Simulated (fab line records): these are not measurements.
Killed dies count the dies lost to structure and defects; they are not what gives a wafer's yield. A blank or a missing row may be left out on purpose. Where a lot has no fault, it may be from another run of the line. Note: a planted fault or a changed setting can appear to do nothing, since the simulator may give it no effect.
fab line records	flow nand-harc
record lots=12	wafers=36	last-day=24
route steps=1159 shown A_CONTACT@903 END@1159
lots with no fault: from the same line, run without faults
start-h: start of the lot's first displayed wafer, in hours after the record's first day	wait-h: time in hours since the lot's previous step	" same as the row above	L1.1+2: several wafers, shown together as one row	- no value, or no start given	* or withheld: withheld	< > ~ a bound
route shown NAME@n: a module of which the file shows steps, and the number in the route of the first	usual: average and standard deviation across the fault-free wafers	same: alike in all rows	chamber/n: place in a boat	sites: each site's reading	_std_site: their standard deviation	_edge_site: the outer-site mean with the inner-site mean subtracted	radius-mm: how far each site lies from the wafer's centre	mask NAME#n: copy n	behind: tool/chamber where the wafer was last shaped	hold: why the lot was held/for how many hours/how that ended	device: names the non-switching transistor (n, p or np)	end of line: at the end of the route, the tests of the same wafers	a step without rows: its recipe alone	killed: not the wafer's yield, but the dies lost to structure and defects at the first sort	map: dies across one wafer; x = killed, . = not, _ = none there
set.NAME: setting as actually run; set.NAME@STEP: the setting as run at that earlier step	model.NAME: the simulator's own value behind a step, which no gauge read
a sample of lots followed through the steps of the route, with each step as a table and each wafer as a row
services: the hour from which a tool's chamber was out of use, counted from the record's first day as start-h (under 0 if before that day), plus the number of hours and why
## steps
# step NHARC_A_CONTACT_ETCH_78
# recipe target-depth-a=28000	over-etch-frac=0.3	time-s=728	ion-energy-ev=150	o2-flow-sccm=400	cos-flow-sccm=20	ar-flow-sccm=0	rf-w=500	bias-w=300	chemistry=O2/COS
# usual bias-w=299.8/0.91	chamber-pressure-mTorr=20.000/0.019	drypump-motor-current-A=5.6/0.37	oes-product-au=1.003/0.0075	rf-vpp-V=314.1/2.6	showerhead-plenum-p-Torr=3.12/0.17	throttle-valve-pct=28.330/0.0086
# same over-etch-frac=0.3
lot.wafer	tool	chamber	start-h	wait-h	bias-w	chamber-pressure-mTorr	drypump-motor-current-A	oes-product-au	rf-hours-counter-h	rf-vpp-V	showerhead-plenum-p-Torr	throttle-valve-pct
L868.4	rie-diel-07	1	-	-	299.1	20.038	5.7	0.990	30	314.7	3.19	28.328
L868.1	"	3	"	"	299.7	19.962	6.1	0.989	27	311.9	2.90	28.332
L868.5	"	1	"	"	299.0	19.967	5.7	0.985	-	316.3	3.19	28.323
L867.2	rie-diel-07	3	-	-	300.6	20.003	6.1	1.000	28	310.1	2.90	28.333
L867.1	"	2	"	"	300.0	20.013	5.5	1.006	30	311.0	2.89	28.320
L867.5	"	0	"	"	299.6	20.001	5.1	1.005	-	316.3	3.30	28.346
L873.4	rie-diel-07	0	-	-	299.0	20.005	5.0	1.007	31	316.3	3.29	28.339
L873.3	"	1	"	"	299.5	20.012	5.7	1.000	36	314.5	3.18	28.345
L873.5	"	0	"	"	298.8	19.977	5.0	1.016	-	318.4	3.29	28.335
L879.2	rie-diel-07	3	-	-	299.6	20.026	6.1	1.003	7	309.8	2.90	28.336
L879.1	"	0	"	"	300.6	20.005	5.0	1.005	7	316.0	3.29	28.326
L879.3	"	1	"	"	300.0	20.014	5.7	0.996	7	314.1	3.18	28.337
L878.4	rie-diel-07	3	-	-	300.5	20.015	6.1	1.011	8	310.8	2.90	28.333
L878.5	"	2	"	"	300.8	19.994	5.5	1.007	-	317.2	3.37	28.309
L878.6	"	3	"	"	299.3	20.000	6.1	1.004	-	310.0	2.90	28.337
L880.1	rie-diel-07	0	-	-	298.6	19.978	5.1	1.008	12	317.5	3.29	28.348
L880.4	"	1	"	"	300.8	19.992	5.7	0.993	11	314.2	3.18	28.319
L880.6	"	3	"	"	300.3	19.999	6.1	1.002	-	311.8	2.89	28.331
L882.3	rie-diel-07	2	-	-	299.7	20.012	5.5	1.001	11	317.5	3.37	28.321
L882.1	"	3	"	"	300.5	20.034	6.1	0.999	13	310.9	2.90	28.334
L882.6	"	3	"	"	299.3	19.998	6.1	1.003	-	310.6	2.89	28.338
L886.2	rie-diel-01	3	-	-	299.4	20.032	5.5	1.004	67	313.4	3.11	28.334
L886.1	"	1	"	"	299.1	20.019	5.8	0.998	48	312.9	2.96	28.327
L886.6	"	0	"	"	301.0	19.994	5.4	1.005	-	310.2	2.93	28.321
L885.2	rie-diel-07	2	-	-	300.3	20.027	5.5	0.992	17	317.6	3.36	28.320
L885.5	"	0	"	"	300.0	19.959	5.1	0.998	-	316.1	3.28	28.326
L885.6	"	1	"	"	300.1	19.969	5.7	0.991	-	316.0	3.18	28.336
L888.4	rie-diel-07	0	-	-	299.6	19.994	5.0	1.005	19	316.9	3.28	28.343
L888.1	"	1	"	"	298.8	20.005	5.7	1.002	17	313.9	3.18	28.325
L888.2	"	2	"	"	300.1	20.006	5.5	1.006	17	317.8	3.36	28.327
L889.2	rie-diel-13	0	-	-	300.5	19.987	5.5	1.003	17	312.7	3.07	28.324
L889.3	"	1	"	"	299.8	19.977	6.3	1.014	17	311.0	2.93	28.321
L889.4	"	3	"	"	298.4	19.980	5.4	0.990	16	313.6	3.03	28.333
L887.4	rie-diel-07	0	-	-	300.0	20.019	5.0	1.004	22	317.1	3.28	28.334
L887.3	"	1	"	"	299.9	19.978	5.7	0.992	21	315.1	3.17	28.322
L887.6	"	0	"	"	299.2	20.028	5.0	1.002	-	316.8	3.28	28.339
# step NHARC_A_CONTACT_ETCH_132
# recipe source-w=withheld	pressure-mtorr=20	bias-v=1200	time-s=156	target-depth-a=9580	ar-flow-sccm=withheld	c4f8-flow-sccm=withheld	o2-flow-sccm=withheld	chemistry=C4F8/O2/Ar
# usual chamber-pressure-mTorr=20.001/0.022	oes-air-line-au=1.000/0.02
lot.wafer	tool	chamber	start-h	wait-h	chamber-pressure-mTorr	oes-air-line-au	rf-hours-counter-h
L868.1	har-cap-etch-03	1	375.97	0.1	19.997	0.986	83
L868.4	"	0	"	"	20.003	0.994	-
L868.5	"	0	"	"	20.013	0.997	-
L867.1	har-cap-etch-02	1	380.02	0.1	20.010	1.017	10
L867.2	"	0	"	"	20.013	0.997	10
L867.5	"	0	"	"	20.021	1.006	-
L873.4	har-cap-etch-03	0	400.79	0.1	19.996	1.017	-
L873.3	"	1	"	"	19.986	0.978	-
L873.5	"	0	"	"	20.016	0.994	-
L879.1	har-cap-etch-01	0	455.66	0.1	20.005	1.010	70
L879.2	"	1	"	"	19.992	0.997	70
L879.3	"	0	"	"	20.002	0.969	-
L878.4	har-cap-etch-03	1	459.60	0.1	19.976	0.988	-
L878.5	"	1	"	"	19.997	0.974	-
L878.6	"	0	"	"	20.008	1.011	-
L880.1	har-cap-etch-03	1	470.90	0.2	20.014	0.959	99
L880.4	"	1	"	"	19.975	1.003	-
L880.6	"	1	"	"	19.981	0.994	-
L882.1	har-cap-etch-01	1	472.19	0.1	19.855	0.981	75
L882.3	"	1	"	"	19.966	1.003	-
L882.6	"	0	"	"	20.006	1.040	-
L886.1	har-cap-etch-01	1	484.50	0.1	19.989	1.018	77
L886.2	"	0	"	"	19.995	0.995	77
L886.6	"	0	"	"	20.016	0.999	-
L885.2	har-cap-etch-03	1	505.49	0.1	19.979	0.995	103
L885.5	"	0	"	"	20.014	0.980	-
L885.6	"	1	"	"	20.013	1.014	-
L888.2	har-cap-etch-01	1	508.63	0.1	20.023	1.037	79
L888.1	"	0	"	"	19.971	1.012	79
L888.4	"	1	"	"	19.999	1.003	-
L889.2	har-cap-etch-02	1	508.83	0.1	20.023	1.016	32
L889.3	"	0	"	"	19.970	0.985	-
L889.4	"	1	"	"	20.008	1.031	-
L887.3	har-cap-etch-02	0	518.91	0.1	19.981	1.016	-
L887.4	"	1	"	"	19.986	0.993	-
L887.6	"	0	"	"	20.019	0.991	-
# step NHARC_A_CONTACT_ETCH_133
# recipe source-w=withheld	pressure-mtorr=20	bias-v=400	time-s=195	target-depth-a=8400	ar-flow-sccm=withheld	c4f8-flow-sccm=11.5	o2-flow-sccm=7.2	chemistry=C4F8/O2/Ar
# usual chamber-pressure-mTorr=19.999/0.018	oes-air-line-au=0.998/0.021
lot.wafer	tool	chamber	start-h	wait-h	chamber-pressure-mTorr	oes-air-line-au	rf-hours-counter-h
L868.1	har-cap-etch-03	1	376.14	0.1	20.008	1.034	83
L868.4	"	0	"	"	20.002	1.009	-
L868.5	"	0	"	"	20.030	0.976	-
L867.1	har-cap-etch-02	1	380.16	0.1	20.020	1.023	10
L867.2	"	0	"	"	19.996	0.998	10
L867.5	"	0	"	"	20.013	0.981	-
L873.4	har-cap-etch-03	0	400.98	0.2	20.033	0.998	-
L873.3	"	1	"	"	19.994	0.997	-
L873.5	"	0	"	"	19.992	1.022	-
L879.1	har-cap-etch-01	0	455.80	0.1	19.997	0.997	70
L879.2	"	1	"	"	19.993	0.991	70
L879.3	"	0	"	"	20.001	1.021	-
L878.4	har-cap-etch-03	1	459.78	0.2	20.007	0.987	-
L878.5	"	1	"	"	20.005	1.007	-
L878.6	"	0	"	"	20.009	1.031	-
L880.1	har-cap-etch-03	1	471.12	0.2	19.980	1.015	100
L880.4	"	1	"	"	20.011	1.000	-
L880.6	"	1	"	"	20.021	1.050	-
L882.1	har-cap-etch-01	1	472.35	0.1	20.017	1.012	75
L882.3	"	1	"	"	20.015	0.984	-
L882.6	"	0	"	"	19.978	0.998	-
L886.1	har-cap-etch-01	1	484.64	0.1	19.995	0.990	77
L886.2	"	0	"	"	20.018	1.004	77
L886.6	"	0	"	"	19.990	0.988	-
L885.2	har-cap-etch-03	1	505.66	0.1	19.985	1.008	104
L885.5	"	0	"	"	19.962	0.992	-
L885.6	"	1	"	"	20.024	1.034	-
L888.2	har-cap-etch-01	1	508.77	0.1	19.994	1.008	79
L888.1	"	0	"	"	20.001	0.982	79
L888.4	"	1	"	"	19.972	1.007	-
L889.2	har-cap-etch-02	1	508.99	0.1	20.009	0.963	32
L889.3	"	0	"	"	20.013	0.995	-
L889.4	"	1	"	"	20.001	1.000	-
L887.3	har-cap-etch-02	0	519.10	0.2	20.024	0.967	-
L887.4	"	1	"	"	20.022	0.992	-
L887.6	"	0	"	"	19.995	1.003	-
# step NHARC_A_CONTACT_DEP_85
# recipe target-thk-a=500	target-thk-nm=50	temp-c=400	pressure-torr=3.5	flow-sccm=200	rf-w=350	material=SiON
# usual chamber-pressure-Torr=3.500/0.0081	heater-power-outer-w=461/65	heater-power-w=752/95
lot.wafer	tool	chamber	start-h	wait-h	chamber-pressure-Torr	heater-power-outer-w	heater-power-w
L868.1	pecvd-04	0	379.12	1.1	3.501	475	762
L868.5	"	1	"	"	3.487	522	843
L868.4	"	2	"	"	3.508	485	772
L867.1	pecvd-04	0	383.50	1.1	3.517	554	832
L867.2	"	2	"	"	3.488	470	740
L867.5	"	2	"	"	3.498	473	740
L873.3	pecvd-01	0	405.02	0.7	3.501	399	646
L873.5	"	0	"	"	3.485	394	653
L873.4	"	1	"	"	3.493	499	850
L879.1	pecvd-03	1	459.31	1.1	-	-	-
L879.3	"	2	"	"	-	-	-
L879.2	"	0	"	"	-	-	-
L878.5	pecvd-04	0	462.77	0.3	-	-	-
L878.6	"	1	"	"	-	-	-
L878.4	"	2	"	"	-	-	-
L880.1	pecvd-04	1	474.32	1.2	-	-	-
L880.6	"	0	"	"	-	-	-
L880.4	"	1	"	"	-	-	-
L882.1	pecvd-04	1	475.75	1.1	3.513	528	883
L882.3	"	2	"	"	3.502	592	923
L882.6	"	2	"	"	3.506	586	895
L886.2	pecvd-03	2	490.54	0.9	3.506	356	638
L886.1	"	1	"	"	3.496	462	790
L886.6	"	0	"	"	3.513	445	694
L885.2	pecvd-03	2	509.20	0.9	3.504	398	700
L885.5	"	2	"	"	3.506	405	699
L885.6	"	0	"	"	3.492	431	660
L888.2	pecvd-03	0	512.23	0.9	3.496	432	652
L888.1	"	1	"	"	3.485	456	790
L888.4	"	0	"	"	3.511	425	663
L889.3	pecvd-04	0	512.44	0.6	3.519	503	806
L889.2	"	2	"	"	3.504	509	807
L889.4	"	2	"	"	3.507	501	818
L887.3	pecvd-04	1	522.09	0.7	3.504	569	945
L887.4	"	0	"	"	3.495	453	709
L887.6	"	1	"	"	3.507	571	955
# step NHARC_END_SORT_01
# recipe temp-c=25
# usual killed-at-array=26/8.6	killed-at-other=0.7/0.97	killed-at-periphery=3.2/2.2	killed-dies=30/8.9	killed-open=3.1/1.8	killed-short=2.2/1.8
# same gross-dies=677
lot.wafer	tool	chamber	start-h	wait-h	killed-at-array	killed-at-other	killed-at-periphery	killed-dies	killed-open	killed-short
L879.1	prober-01	0	512.19	2.5	674	1	2	677	5	1
L879.2	prober-01	0	513.00	2.8	673	1	3	677	1	2
L879.3	prober-01	0	513.81	3.1	669	1	7	677	3	4
L878.4	prober-02	0	522.30	3.4	675	0	2	677	4	0
L878.5	prober-02	0	523.12	3.7	673	1	3	677	3	0
L878.6	prober-02	0	523.93	4.1	671	1	5	677	1	1
L880.1	prober-02	0	532.74	2.5	674	0	3	677	7	2
L880.4	prober-02	0	535.12	3.4	673	1	3	677	4	1
L880.6	prober-02	0	536.70	4.0	676	0	1	677	2	2
# killed by level:class
L879.1 A_CONTACT:area-dep=643 A_SLIT:chamber-film-flake=13 A_CONTACT:chamber-film-flake=6 A_STAIRCASE:chamber-film-flake=4 P_ZERO_WELL:chamber-film-flake=2 A_CHANNEL_HOLE_D1:chamber-film-flake=2 A_SGD_CUT:geometric-particle:open=1 A_WL_FILL:geometric-particle:open=1
L879.2 A_CONTACT:area-dep=640 A_SLIT:chamber-film-flake=21 A_STAIRCASE:chamber-film-flake=6 A_CHANNEL_HOLE_D1:chamber-film-flake=2 A_CONTACT:chamber-film-flake=2 P_M0:geometric-particle:short=1 P_M0:geometric-particle:open=1 A_CHANNEL_HOLE_D1:geometric-particle:short=1
L879.3 A_CONTACT:area-dep=641 A_SLIT:chamber-film-flake=12 A_STAIRCASE:chamber-film-flake=6 A_CHANNEL_HOLE_D1:chamber-film-flake=4 P_ZERO_WELL:chamber-film-flake=3 A_CHANNEL_FILL_D1:geometric-particle:short=2 P_STI:geometric-particle:short=1 P_STI:geometric-particle:open=1
L878.4 A_CONTACT:area-dep=653 A_CHANNEL_HOLE_D1:chamber-film-flake=15 A_STAIRCASE:chamber-film-flake=3 A_CHANNEL_HOLE_D1:geometric-particle:open=2 P_STI:geometric-particle:open=1 A_CONTACT:geometric-particle:open=1 P_GATE:chamber-film-flake=1 A_WL_FILL:chamber-film-flake=1
L878.5 A_CONTACT:area-dep=651 A_CHANNEL_HOLE_D1:chamber-film-flake=14 A_CONTACT:chamber-film-flake=4 A_STAIRCASE:chamber-film-flake=3 P_GATE:geometric-particle:open=1 P_CONTACT:geometric-particle:open=1 A_CHANNEL_HOLE_D1:geometric-particle:open=1 P_ZERO_WELL:chamber-film-flake=1
L878.6 A_CONTACT:area-dep=645 A_CHANNEL_HOLE_D1:chamber-film-flake=15 A_STAIRCASE:chamber-film-flake=4 A_CONTACT:chamber-film-flake=4 P_M1:chamber-film-flake=3 A_SGD_CUT:geometric-particle:short=1 A_CONTACT:geometric-particle:open=1 P_STI:chamber-film-flake=1
L880.1 A_CONTACT:area-dep=641 A_SLIT:chamber-film-flake=18 A_CONTACT:chamber-film-flake=6 A_CHANNEL_HOLE_D1:chamber-film-flake=3 A_WL_FILL:geometric-particle:short=2 P_GATE:geometric-particle:open=1 P_CONTACT:geometric-particle:open=1 P_M0:geometric-particle:open=1
L880.4 A_CONTACT:area-dep=649 A_SLIT:chamber-film-flake=16 A_CHANNEL_HOLE_D1:chamber-film-flake=3 A_STAIRCASE:chamber-film-flake=2 P_GATE:geometric-particle:open=1 P_M0:geometric-particle:open=1 A_SOURCE_PLATE:geometric-particle:open=1 A_M1:geometric-particle:open=1
L880.6 A_CONTACT:area-dep=647 A_SLIT:chamber-film-flake=20 A_CHANNEL_HOLE_D1:chamber-film-flake=5 P_GATE:geometric-particle:short=1 A_CHANNEL_FILL_D1:geometric-particle:short=1 A_CHANNEL_FILL_D1:geometric-particle:open=1 A_M1:geometric-particle:open=1 A_CONTACT:chamber-film-flake=1
## services
tool	chamber	start-h	hours	kind
rie-diel-07	0	359.75	-	clean
rie-diel-07	1	359.75	-	clean
rie-diel-07	2	359.75	-	clean
rie-diel-07	3	359.75	-	clean
har-cap-etch-01	-	364.05	0.2	repair
pecvd-03	-	369.29	0.4	repair
rie-diel-07	0	380.10	8.9	repair
rie-diel-07	1	384.25	-	clean
rie-diel-07	2	384.25	-	clean
rie-diel-07	3	384.25	-	clean
pecvd-04	-	386.99	13.0	pm
pecvd-03	-	402.28	0.4	repair
rie-diel-07	-	405.25	9.0	pm
rie-diel-07	0	405.25	9.0	vent-cycle
rie-diel-07	1	405.25	9.0	vent-cycle
rie-diel-07	2	405.25	9.0	vent-cycle
pecvd-01	-	418.24	13.0	pm
rie-diel-01	1	434.38	29.7	repair
rie-diel-01	0	443.72	6.3	repair
rie-diel-13	-	453.14	9.0	pm
pecvd-01	-	461.95	2.4	repair
pecvd-01	2	471.89	8.0	repair
pecvd-03	-	473.14	13.0	pm
rie-diel-01	-	491.87	9.0	pm
## key
first-sign step=NHARC_A_CONTACT_DEP_85	reading=tool-record	direction=missing
effect step=NHARC_END_SORT_01	reading=killed-at-array	direction=up	sigmas=75	usual=26	struck=673
more-kills-born-at NHARC_A_CONTACT_DEP_85@pecvd-04=3885	NHARC_A_CONTACT_DEP_85@pecvd-03=1924
met-at NHARC_A_CONTACT_DEP_85
struck-lots L878,L879,L880
later-rows-left-out L878.4,L878.5,L878.6,L879.1,L879.2,L879.3,L880.1,L880.4,L880.6
tester-left-out L878,L879,L880
not-acting-at NHARC_A_CONTACT_ETCH_78,NHARC_A_CONTACT_ETCH_132,NHARC_A_CONTACT_ETCH_133
onset-between 383.50 459.31
fault kind=skipped-step-whole	tool=pecvd-03,pecvd-04	chamber=-	onset-h=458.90	steps=NHARC_A_CONTACT_DEP_85	scope=struck-lots-only
# tester-left-out: of these lots the tester's yield and bins aren't shown, on N5 and GAA mostly nor the transistor test; their killed dies are dies lost to structure and defects alone, not to doping, threshold or leakage, so they don't give the yield
# later-rows-left-out: the simulator's readings of these wafers behind a module that went badly wrong aren't trusted and aren't shown, but for the sort
